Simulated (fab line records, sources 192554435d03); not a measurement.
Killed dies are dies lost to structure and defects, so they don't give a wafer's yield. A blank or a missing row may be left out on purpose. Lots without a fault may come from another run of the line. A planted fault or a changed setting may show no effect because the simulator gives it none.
fab line records | flow n5_finfet
record lots=5 wafers=15 last_day=18
route steps=1938 shown BEOL_M0_SAQP@655 BEOL_M4@1111 PASSIVATION@1936
lots that met no fault: from a run of the same line without faults
start_h: hours from the record's first day to the start of the lot's first wafer shown | wait_h: hours since the lot's step before | " the same as in the row above | L1.1+2: a row that stands for several wafers | - no value, or no start given | * or withheld: withheld | < > ~ a bound
route shown NAME@n: a module of which the file shows steps, and the number in the route of the first | usual: mean/standard deviation of fault-free wafers | same: alike in all rows | chamber/n: place in a boat | sites: the reading at each site | _std_site: their standard deviation | _edge_site: outer sites' mean less inner sites' | radius_mm: how far each site lies from the wafer's centre | mask NAME#n: copy n | behind: the tool/chamber that last shaped the wafer | hold: why the lot was held/for how many hours/how that ended | device: the transistor (n, p or np) that didn't switch | end of line: the same wafers' tests at the end of the route | a step without rows: its recipe alone | killed: dies lost to structure and defects at the first sort, not the wafer's yield | map: a wafer's dies, x killed, . not, _ none there
set.NAME: the setting as run; set.NAME@STEP: as run at that earlier step | model.NAME: the simulator's own value behind a step, which no gauge read
lots at some steps of the route; a table a step, a row a wafer
services: from which hour (start_h, from the record's first day; less than 0 if before it) a tool's chamber was out of use, for how many hours, and why
## steps
# step N5_BEOL_M0_SAQP_STRIP_80
# recipe chemistry=N2/H2 temp_c=40 n2_flow_sccm=200 h2_flow_sccm=200 rf_frequency_hz=6e+07
# step N5_BEOL_M0_SAQP_HM_OPEN_112
# recipe chemistry=CHF3/O2 target=SiO2 stop_on=a-Si target_depth_a=120 over_etch_frac=1.25 mask_material=SOC time_s=13.5 pressure_mtorr=30 source_w=650 bias_w=170 Ar_flow_sccm=200 CHF3_flow_sccm=50 O2_flow_sccm=5 ion_energy_ev=200 ends=end_point
# step N5_BEOL_M0_SAQP_STRIP_113
# recipe chemistry=CHF3/O2 resist=SiARC rf_frequency_hz=6e+07
# step N5_BEOL_M0_SAQP_MANDREL_ETCH_20
# recipe target_depth_a=600 chemistry=HBr/Cl2 target=a-Si stop_on=SiNx bt_time_s=10 mask_material=SOC over_etch_frac=0.5 time_s=30 pressure_mtorr=10 icp_w=800 bias_w=75 HBr_flow_sccm=150 Cl2_flow_sccm=80 ends=end_point
# step N5_BEOL_M0_SAQP_STRIP_86
# recipe chemistry=N2/H2 power_w=500 temp_c=40 pressure_mtorr=50 rf_frequency_hz=6e+07 overash_fraction=0.3 bias_power_w=28 h2_frac=0.5 n2_flow_sccm=300 h2_flow_sccm=300
# step N5_BEOL_M0_SAQP_STRIP_115
# recipe chemistry=post_etch_residue_remover time_s=60 temp_c=25 remover_ph=withheld remover_water_wt_pct=withheld remover_fluoride_wt_pct=withheld
# step N5_BEOL_M0_SAQP_SRD_93
# recipe dry=ipa_marangoni time_s=30 temp_c=23 rinse_liquid=diw
# step N5_BEOL_M0_SAQP_RECESS_114
# recipe chemistry=HF/NH3 target=SiO2 target_depth_a=144 afs_cycles=3 temp_c=30 sublimation_temp_c=180 sublimation_time_s=60
# step N5_BEOL_M0_SAQP_SPACER1_ALD_98
# recipe material=SiO2 target_thk_a=128 temp_c=300 ald_precursor_family=BDEAS ald_co_reactant=O2-plasma pulse_time_s=1 purge_time_s=2 co_reactant_purge_time_s=2 ald_cycles=138 pressure_torr=2
# step N5_BEOL_M0_SAQP_SPACER1_ETCHBACK_99
# recipe chemistry=CHF3/O2 mode=anisotropic_etchback target=SiO2 target_depth_a=154 time_s=7.7 pressure_mtorr=30 source_w=650 bias_w=170 Ar_flow_sccm=200 CHF3_flow_sccm=50 O2_flow_sccm=5 ion_energy_ev=200
# step N5_BEOL_M0_SAQP_MANDREL1_REMOVE_100
# recipe chemistry=HBr/Cl2/O2 bt_time_s=10 target=a-Si stop_on=SiNx endpoint=OES-SiCl over_etch_frac=0.85 icp_w=600 bias_w=30 HBr_flow_sccm=150 Cl2_flow_sccm=80 O2_flow_sccm=5 pressure_mtorr=10
# step N5_BEOL_M0_SAQP_ETCH_101
# recipe chemistry=CH3F/O2 target=SiNx mask_material=SiO2 target_depth_a=299 time_s=42.7 pressure_mtorr=30 source_w=395 bias_w=73 Ar_flow_sccm=150 CH3F_flow_sccm=30 O2_flow_sccm=20 ion_energy_ev=120
# usual CH3F_flow_sccm=30.00/0.087 O2_flow_sccm=19.99/0.065 drypump_motor_current_A=5.7/0.5 oes_product_au=0.82/0.091 rf_vpp_V=299/11 showerhead_plenum_p_Torr=2.00/0.069 throttle_valve_pct=16.28/0.21 time_s=42.7/0
# columns lot.wafer tool chamber start_h wait_h CH3F_flow_sccm O2_flow_sccm drypump_motor_current_A oes_product_au rf_hours_counter_h rf_vpp_V showerhead_plenum_p_Torr throttle_valve_pct time_s
L395.2 rie_diel-05 3 145.80 0.1 30.11 20.03 5.8 0.72 192 314 2.09 16.75 42.7
L395.4 " 0 " " 29.86 19.88 5.1 0.71 177 276 1.91 16.27 42.7
L395.6 " 3 " " 30.05 20.07 5.8 0.71 - 314 2.09 16.75 42.7
L403.2 rie_diel-01 2 198.26 0.1 - - - - - - - - -
L403.3 " 3 " " - - - - - - - - -
L403.6 " 2 " " - - - - - - - - -
L404.2 rie_diel-05 3 199.36 0.2 - - - - - - - - -
L404.3 " 2 " " - - - - - - - - -
L404.5 " 3 " " - - - - - - - - -
L405.1 rie_diel-03 3 207.01 0.3 - - - - - - - - -
L405.2 " 1 " " - - - - - - - - -
L405.5 " 2 " " - - - - - - - - -
L412.1 rie_diel-05 1 248.36 0.0 30.06 19.94 6.0 1.01 1 298 2.05 15.88 42.7
L412.4 " 2 " " 29.91 19.98 5.0 0.84 87 302 1.92 16.27 42.7
L412.5 " 3 " " 30.00 20.08 5.8 0.70 - 312 2.08 16.79 42.7
# step N5_BEOL_M0_SAQP_ETCH_102
# recipe chemistry=CF4 target=SiO2 target_depth_a=40 ion_energy_ev=350 time_s=4.4 pressure_mtorr=10 icp_w=800 bias_w=400 cf4_flow_sccm=80
# step N5_BEOL_M4_RC_MEAS_101
# usual DIBL_N=37.2/2.5 DIBL_P=38/3 IOFF_N=0.17/0.044 IOFF_P=0.24/0.059 ION_N=667/13 ION_P=461/7.9 SS_N=71.8/0.86 SS_P=73.6/0.92 VT_N=250/4.1 VT_P=-249/3.9
# columns lot.wafer tool chamber start_h wait_h DIBL_N[mV/V] DIBL_P[mV/V] IOFF_N[nA/um] IOFF_P[nA/um] ION_N[uA/um] ION_P[uA/um] SS_N[mV/dec] SS_P[mV/dec] VT_N[mV] VT_P[mV]
L395.2 prober-01 0 214.21 0.2 34.1 34 0.13 0.17 658 457 71.3 73.3 252 -255
L395.4 " 0 " " 36.1 36 0.15 0.20 661 457 70.9 73.4 251 -252
L395.6 " 0 " " 29.5 28 0.07 0.11 630 446 69.6 71.6 263 -259
L412.1 prober-02 0 314.09 0.0 31.5 33 0.09 0.15 642 449 70.5 72.2 260 -256
L412.4 " 0 " " 34.6 34 0.13 0.17 657 447 70.6 72.6 256 -253
L412.5 " 0 " " 35.4 35 0.14 0.18 660 454 71.4 72.5 252 -253
# step N5_PASSIVATION_PROBE_49
# usual defect_limited_yield=91.5/1.4 killed_at_M0_to_M3=32/11 killed_at_M4_up=12/4.4 killed_at_contacts=13/6.1 killed_at_front_end=39/12 killed_at_other=3.9/3 killed_dies=100/17 killed_on_rim=13/3.9 killed_open=66/12 killed_short=33/7.4 sort_bin_5_function=5.0/0.95 sort_bin_6_memory=3.2/0.66 sort_bin_8_speed=0.0/0.33 sort_n_pass=1079/17 sort_yield_pct=91.4/1.5
# same gross_dies=1180 killed_at_back_side=0 sort_bin_4_leakage[%]=0
# columns lot.wafer tool chamber start_h wait_h defect_limited_yield[%] killed_at_M0_to_M3 killed_at_M4_up killed_at_contacts killed_at_front_end killed_at_other killed_dies killed_on_rim killed_open killed_short sort_bin_5_function[%] sort_bin_6_memory[%] sort_bin_8_speed[%] sort_n_pass sort_yield_pct[%]
L395.2 prober-01 - 327.21 0.1 92.4 34 13 4 35 4 90 20 63 26 4.5 3.1 0 1090 92.4
L395.4 prober-01 - 327.31 0.2 92.0 19 19 9 44 3 94 12 59 30 5.2 2.4 0 1086 92.0
L395.6 prober-01 - 327.41 0.3 91.7 19 14 7 51 7 98 15 59 31 4.5 3.1 2.6 1051 89.1
L403.2 prober-02 - 369.80 0.1 0 1120 9 22 27 2 1180 152 53 31 97.7 1.9 0 0 0
L403.3 prober-02 - 369.85 0.1 0 1116 12 14 38 0 1180 152 57 31 97.1 2.9 0 0 0
L403.6 prober-02 - 370.00 0.3 0 1105 17 9 47 2 1180 152 56 34 96.5 2.9 0 0 0
L404.2 prober-01 - 374.32 0.1 0 1092 14 19 52 3 1180 152 88 35 95.5 4.2 0 0 0
L404.3 prober-01 - 374.37 0.1 0 1107 16 12 43 2 1180 152 78 32 96.0 3.6 0 0 0
L404.5 prober-01 - 374.47 0.2 0 1106 16 10 45 3 1180 152 76 36 96.2 3.5 0 0 0
L405.1 prober-01 - 392.11 0.0 0 1118 14 19 27 2 1180 152 57 36 96.7 3.2 0 0 0
L405.2 prober-01 - 392.16 0.1 0 1132 9 16 21 2 1180 152 53 31 96.7 3.1 0 0 0
L405.5 prober-01 - 392.31 0.2 0 1111 17 13 35 4 1180 152 55 28 97.0 2.8 0 0 0
# killed by level:class
L395.2 STI_FIN_REVEAL:geometric_particle:open=13 BEOL_M3:geometric_particle:open=10 DUMMY_GATE:geometric_particle:open=7 BEOL_M1:geometric_particle:open=7 BEOL_M4:geometric_particle:open=7 BEOL_M0_SAQP:geometric_particle:short=5 FIN_SAQP:geometric_particle:open=3 STARTING-WAFER:geometric_particle:open=3
L395.4 STI_FIN_REVEAL:geometric_particle:open=22 FIN_SAQP:geometric_particle:short=9 MOL_CONTACT_COAG:geometric_particle:open=6 BEOL_M4:geometric_particle:open=6 BEOL_M0:geometric_particle:open=5 FIN_SAQP:geometric_particle:open=3 MOL_CONTACT_COAG:geometric_particle:short=3 BEOL_M0_SAQP:geometric_particle:open=3
L395.6 STI_FIN_REVEAL:geometric_particle:open=13 FIN_SAQP:geometric_particle:open=8 FIN_SAQP:geometric_particle:short=7 BEOL_M0_SAQP:geometric_particle:short=5 HKMG_FIN:area_etch=5 SPACER0:geometric_particle:open=4 MOL_CONTACT_COAG:geometric_particle:open=4 BEOL_M0:geometric_particle:open=4
L403.2 BEOL_M0_SAQP:area_etch=1096 MOL_CONTACT_COAG:geometric_particle:open=19 BEOL_M3:geometric_particle:open=7 BEOL_M0:geometric_particle:open=6 FIN_SAQP:geometric_particle:short=5 FIN_CUT:geometric_particle:short=4 GATE_CUT:geometric_particle:short=4 BEOL_M3:geometric_particle:short=4
L403.3 BEOL_M0_SAQP:area_etch=1091 MOL_CONTACT_COAG:geometric_particle:open=11 STI_FIN_REVEAL:geometric_particle:open=9 FIN_SAQP:geometric_particle:short=8 BEOL_M4:geometric_particle:open=6 BEOL_M0_SAQP:geometric_particle:open=5 BEOL_M2:geometric_particle:open=5 BEOL_M0:geometric_particle:open=4
L403.6 BEOL_M0_SAQP:area_etch=1088 STI_FIN_REVEAL:geometric_particle:open=10 FIN_SAQP:geometric_particle:open=8 MOL_CONTACT_COAG:geometric_particle:open=8 BEOL_M4:geometric_particle:open=7 FIN_SAQP:geometric_particle:short=6 STI_FIN_REVEAL:geometric_particle:short=6 BEOL_M1:geometric_particle:open=4
L404.2 BEOL_M0_SAQP:area_etch=1057 MOL_CONTACT_COAG:geometric_particle:open=16 FIN_SAQP:geometric_particle:short=12 STI_FIN_REVEAL:geometric_particle:open=11 BEOL_M0_SAQP:geometric_particle:open=8 BEOL_M2:geometric_particle:open=8 FIN_SAQP:geometric_particle:open=7 BEOL_M4:geometric_particle:open=6
L404.3 BEOL_M0_SAQP:area_etch=1068 STI_FIN_REVEAL:geometric_particle:open=11 MOL_CONTACT_COAG:geometric_particle:open=9 BEOL_M0_SAQP:geometric_particle:open=8 GATE_CUT:geometric_particle:short=7 BEOL_M0:geometric_particle:open=7 BEOL_M1:geometric_particle:open=7 FIN_SAQP:geometric_particle:open=6
L404.5 BEOL_M0_SAQP:area_etch=1067 STI_FIN_REVEAL:geometric_particle:open=24 BEOL_M1:geometric_particle:open=11 BEOL_M0:geometric_particle:short=6 BEOL_M0_SAQP:geometric_particle:short=5 DUMMY_GATE:geometric_particle:open=5 MOL_CONTACT_COAG:geometric_particle:open=5 MOL_CONTACT_COAG:geometric_particle:short=5
L405.1 BEOL_M0_SAQP:area_etch=1087 MOL_CONTACT_COAG:geometric_particle:open=14 BEOL_M0_SAQP:geometric_particle:short=7 GATE_CUT:geometric_particle:short=6 BEOL_M2:geometric_particle:open=6 BEOL_M4:geometric_particle:open=6 MOL_CONTACT_COAG:geometric_particle:short=5 STI_FIN_REVEAL:geometric_particle:open=4
L405.2 BEOL_M0_SAQP:area_etch=1095 MOL_CONTACT_COAG:geometric_particle:open=12 BEOL_M1:geometric_particle:open=11 GATE_CUT:geometric_particle:open=6 BEOL_M0_SAQP:geometric_particle:short=5 BEOL_M0_SAQP:geometric_particle:open=5 BEOL_M5:geometric_particle:open=5 BEOL_M3:geometric_particle:open=5
L405.5 BEOL_M0_SAQP:area_etch=1096 MOL_CONTACT_COAG:geometric_particle:open=10 BEOL_M4:geometric_particle:open=10 GATE_CUT:geometric_particle:short=8 FIN_SAQP:geometric_particle:short=6 BEOL_M3:geometric_particle:open=6 STI_FIN_REVEAL:geometric_particle:open=5 GATE_CUT:geometric_particle:open=5
# map L403.2 (x killed, . not)
_________________xxxxxxxxxxxx________________
______________xxxxxxxxxxxxxxxxxx_____________
___________xxxxxxxxxxxxxxxxxxxxxxxx__________
__________xxxxxxxxxxxxxxxxxxxxxxxxxx_________
________xxxxxxxxxxxxxxxxxxxxxxxxxxxxxx_______
_______xxxxxxxxxxxxxxxxxxxxxxxxxxxxxxxx______
______xxxxxxxxxxxxxxxxxxxxxxxxxxxxxxxxxx_____
_____xxxxxxxxxxxxxxxxxxxxxxxxxxxxxxxxxxxx____
____xxxxxxxxxxxxxxxxxxxxxxxxxxxxxxxxxxxxxx___
___xxxxxxxxxxxxxxxxxxxxxxxxxxxxxxxxxxxxxxxx__
___xxxxxxxxxxxxxxxxxxxxxxxxxxxxxxxxxxxxxxxx__
__xxxxxxxxxxxxxxxxxxxxxxxxxxxxxxxxxxxxxxxxxx_
__xxxxxxxxxxxxxxxxxxxxxxxxxxxxxxxxxxxxxxxxxx_
_xxxxxxxxxxxxxxxxxxxxxxxxxxxxxxxxxxxxxxxxxxxx
_xxxxxxxxxxxxxxxxxxxxxxxxxxxxxxxxxxxxxxxxxxxx
_xxxxxxxxxxxxxxxxxxxxxxxxxxxxxxxxxxxxxxxxxxxx
_xxxxxxxxxxxxxxxxxxxxxxxxxxxxxxxxxxxxxxxxxxxx
_xxxxxxxxxxxxxxxxxxxxxxxxxxxxxxxxxxxxxxxxxxxx
_xxxxxxxxxxxxxxxxxxxxxxxxxxxxxxxxxxxxxxxxxxxx
_xxxxxxxxxxxxxxxxxxxxxxxxxxxxxxxxxxxxxxxxxxxx
_xxxxxxxxxxxxxxxxxxxxxxxxxxxxxxxxxxxxxxxxxxxx
__xxxxxxxxxxxxxxxxxxxxxxxxxxxxxxxxxxxxxxxxxx_
__xxxxxxxxxxxxxxxxxxxxxxxxxxxxxxxxxxxxxxxxxx_
___xxxxxxxxxxxxxxxxxxxxxxxxxxxxxxxxxxxxxxxx__
___xxxxxxxxxxxxxxxxxxxxxxxxxxxxxxxxxxxxxxxx__
____xxxxxxxxxxxxxxxxxxxxxxxxxxxxxxxxxxxxxx___
_____xxxxxxxxxxxxxxxxxxxxxxxxxxxxxxxxxxxx____
______xxxxxxxxxxxxxxxxxxxxxxxxxxxxxxxxxx_____
_______xxxxxxxxxxxxxxxxxxxxxxxxxxxxxxxx______
________xxxxxxxxxxxxxxxxxxxxxxxxxxxxxx_______
__________xxxxxxxxxxxxxxxxxxxxxxxxxx_________
___________xxxxxxxxxxxxxxxxxxxxxxxx__________
______________xxxxxxxxxxxxxxxxxx_____________
_________________xxxxxxxxxxxx________________
# map L404.2 (x killed, . not)
_________________xxxxxxxxxxxx________________
______________xxxxxxxxxxxxxxxxxx_____________
___________xxxxxxxxxxxxxxxxxxxxxxxx__________
__________xxxxxxxxxxxxxxxxxxxxxxxxxx_________
________xxxxxxxxxxxxxxxxxxxxxxxxxxxxxx_______
_______xxxxxxxxxxxxxxxxxxxxxxxxxxxxxxxx______
______xxxxxxxxxxxxxxxxxxxxxxxxxxxxxxxxxx_____
_____xxxxxxxxxxxxxxxxxxxxxxxxxxxxxxxxxxxx____
____xxxxxxxxxxxxxxxxxxxxxxxxxxxxxxxxxxxxxx___
___xxxxxxxxxxxxxxxxxxxxxxxxxxxxxxxxxxxxxxxx__
___xxxxxxxxxxxxxxxxxxxxxxxxxxxxxxxxxxxxxxxx__
__xxxxxxxxxxxxxxxxxxxxxxxxxxxxxxxxxxxxxxxxxx_
__xxxxxxxxxxxxxxxxxxxxxxxxxxxxxxxxxxxxxxxxxx_
_xxxxxxxxxxxxxxxxxxxxxxxxxxxxxxxxxxxxxxxxxxxx
_xxxxxxxxxxxxxxxxxxxxxxxxxxxxxxxxxxxxxxxxxxxx
_xxxxxxxxxxxxxxxxxxxxxxxxxxxxxxxxxxxxxxxxxxxx
_xxxxxxxxxxxxxxxxxxxxxxxxxxxxxxxxxxxxxxxxxxxx
_xxxxxxxxxxxxxxxxxxxxxxxxxxxxxxxxxxxxxxxxxxxx
_xxxxxxxxxxxxxxxxxxxxxxxxxxxxxxxxxxxxxxxxxxxx
_xxxxxxxxxxxxxxxxxxxxxxxxxxxxxxxxxxxxxxxxxxxx
_xxxxxxxxxxxxxxxxxxxxxxxxxxxxxxxxxxxxxxxxxxxx
__xxxxxxxxxxxxxxxxxxxxxxxxxxxxxxxxxxxxxxxxxx_
__xxxxxxxxxxxxxxxxxxxxxxxxxxxxxxxxxxxxxxxxxx_
___xxxxxxxxxxxxxxxxxxxxxxxxxxxxxxxxxxxxxxxx__
___xxxxxxxxxxxxxxxxxxxxxxxxxxxxxxxxxxxxxxxx__
____xxxxxxxxxxxxxxxxxxxxxxxxxxxxxxxxxxxxxx___
_____xxxxxxxxxxxxxxxxxxxxxxxxxxxxxxxxxxxx____
______xxxxxxxxxxxxxxxxxxxxxxxxxxxxxxxxxx_____
_______xxxxxxxxxxxxxxxxxxxxxxxxxxxxxxxx______
________xxxxxxxxxxxxxxxxxxxxxxxxxxxxxx_______
__________xxxxxxxxxxxxxxxxxxxxxxxxxx_________
___________xxxxxxxxxxxxxxxxxxxxxxxx__________
______________xxxxxxxxxxxxxxxxxx_____________
_________________xxxxxxxxxxxx________________
## services
# columns tool chamber start_h hours kind
rie_diel-03 - 134.45 2.8 pm
rie_diel-05 - 139.00 2.8 pm
rie_diel-05 3 158.44 5.2 repair
rie_diel-05 - 183.76 15.6 pm
rie_diel-05 0 200.72 8.9 repair
rie_diel-05 1 203.12 7.6 repair
rie_diel-05 1 211.16 - clean
rie_diel-05 1 211.16 - consumable_replace:focus_ring
rie_diel-05 1 211.16 31.8 scheduled_down
rie_diel-05 1 211.16 31.8 vent_cycle
rie_diel-05 3 215.05 2.0 repair
## key
first_sign step=N5_BEOL_M0_SAQP_ETCH_101 reading=tool_record direction=missing
effect step=N5_PASSIVATION_PROBE_49 reading=killed_at_M0_to_M3 direction=up sigmas=99+ usual=32 struck=1112
more_kills_born_at N5_BEOL_M0_SAQP_ETCH_101@rie_diel-01=3275 N5_BEOL_M0_SAQP_ETCH_101@rie_diel-03=3264 N5_BEOL_M0_SAQP_ETCH_101@rie_diel-05=3192
met_at N5_BEOL_M0_SAQP_ETCH_101
struck_wafers L403.2,L403.3,L403.6,L404.2,L404.3,L404.5,L405.1,L405.2,L405.5
later_rows_left_out L403.2,L403.3,L403.6,L404.2,L404.3,L404.5,L405.1,L405.2,L405.5
onset_between 145.80 198.26
fault kind=skipped_step_whole tool=rie_diel-01,rie_diel-03,rie_diel-05 chamber=- onset_h=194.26 steps=N5_BEOL_M0_SAQP_ETCH_101 scope=struck_lots_only
# later_rows_left_out: the simulator's readings of these wafers behind a module that went badly wrong aren't trusted and aren't shown, but for the sort
